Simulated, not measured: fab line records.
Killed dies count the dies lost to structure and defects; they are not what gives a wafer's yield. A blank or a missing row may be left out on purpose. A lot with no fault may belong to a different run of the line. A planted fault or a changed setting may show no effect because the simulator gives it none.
Comparing a struck lot with a sound one + flow n5-finfet + 16 steps out of a route of 1938
Sound: these wafers, L257.1, L257.2, L257.5. Wafers struck: L271.2, L271.4, L271.6. At the end, the cause is stated.
Order at every step that has rows: each side's tool, ch and its chambers, its first start. Under that, the readings that differ: sound wafers + struck wafers + difference of the means + sigmas: that difference in standard deviations of wafers without a fault.
alike: same words and numbers on both sides, and readings whose means sit less than 2 such deviations apart. not compared: any withheld reading, any reading some wafer has no value for, any bound like >300 that may hide the same value, and any number with overlapping values for which the record gives no deviation.
Wherever a step has rows on one side only, a row that says differs or no value, or a row with sigmas, the two part there. Numbers that have no deviation but don't overlap get no sigmas and don't part them. Lack of a reading on every wafer of one side parts them only where that side has two or more wafers.

first, 1 step without rows for these wafers: N5_BEOL_M3_CVD_47 (deposits Co from CCTBA/H2, target thk 3 nm, time 223.8 s).
N5_BEOL_M3_SPUTTER_48: material Cu, target thk 4.5 nm, time 8.29 s.
  struck on pvd-sputter-01, day 12 07:18; sound on pvd-sputter-01, day 7 12:32
  alike: chuck-sensor-temp-C, throttle-valve-pct
then, 1 step without rows for these wafers: N5_BEOL_M3_ANNEAL_49 (time 240 s).
N5_BEOL_M3_SPUTTER_79: material Cu, target thk 4.5 nm, time 8.29 s.
  struck on pvd-sputter-01, day 12 07:31; sound on pvd-sputter-01, day 7 12:46
  alike: chuck-sensor-temp-C, throttle-valve-pct
then, 1 step without rows for these wafers: N5_BEOL_M3_ANNEAL_80 (time 240 s).
N5_BEOL_M3_SPUTTER_81: material Cu, target thk 4.5 nm, time 8.29 s.
  struck on pvd-sputter-01, day 12 07:44; sound on pvd-sputter-01, day 7 12:59
  alike: chuck-sensor-temp-C, throttle-valve-pct
N5_BEOL_M3_ANNEAL_82: time 240 s.
  struck on pvd-sputter-01, day 12 07:49; sound on pvd-sputter-01, day 7 13:04
  alike: heater-power-w, susceptor-temp-C
then, 1 step without rows for these wafers: N5_BEOL_M3_SPUTTER_86 (material Cu, target thk 4.5 nm, time 8.29 s).
N5_BEOL_M3_ANNEAL_87: time 240 s.
  struck on pvd-sputter-01, day 12 08:02; sound on pvd-sputter-01, day 7 13:17
  alike: heater-power-w, susceptor-temp-C
then, 3 steps without rows for these wafers: N5_BEOL_M3_SPUTTER_88 (material Cu, target thk 4.5 nm, time 8.29 s); N5_BEOL_M3_ANNEAL_89 (time 240 s); N5_BEOL_M3_SPUTTER_90 (material Cu, target thk 4.5 nm, time 8.29 s).
N5_BEOL_M3_ANNEAL_91: time 240 s.
  struck on pvd-sputter-01, day 12 08:29; sound on pvd-sputter-01, day 7 13:43
  no value came back on the struck wafers for heater-power-w (W), susceptor-temp-C (C); on the sound wafers heater-power-w (W) reads 753 723 1004
then, 1 step without rows for these wafers: N5_BEOL_M3_SPUTTER_92 (material Cu, target thk 4.5 nm, time 8.29 s).
N5_BEOL_M4_RC_MEAS_101:
  sound on prober-02 ch 0, day 8 07:22; struck on prober-02 ch 0, day 13 15:07
  alike: DIBL_N, DIBL_P, IOFF_N, IOFF_P, ION_N, ION_P, SS_N, SS_P, VT_N, VT_P
then, 1 step without rows for these wafers: N5_PASSIVATION_PROBE_49.

== WHERE THEY PART ==
Within this record, at N5_BEOL_M3_ANNEAL_91 only. Later steps at which nothing parts them and some readings are alike: N5_BEOL_M4_RC_MEAS_101.

WHY: what the simulator had put in
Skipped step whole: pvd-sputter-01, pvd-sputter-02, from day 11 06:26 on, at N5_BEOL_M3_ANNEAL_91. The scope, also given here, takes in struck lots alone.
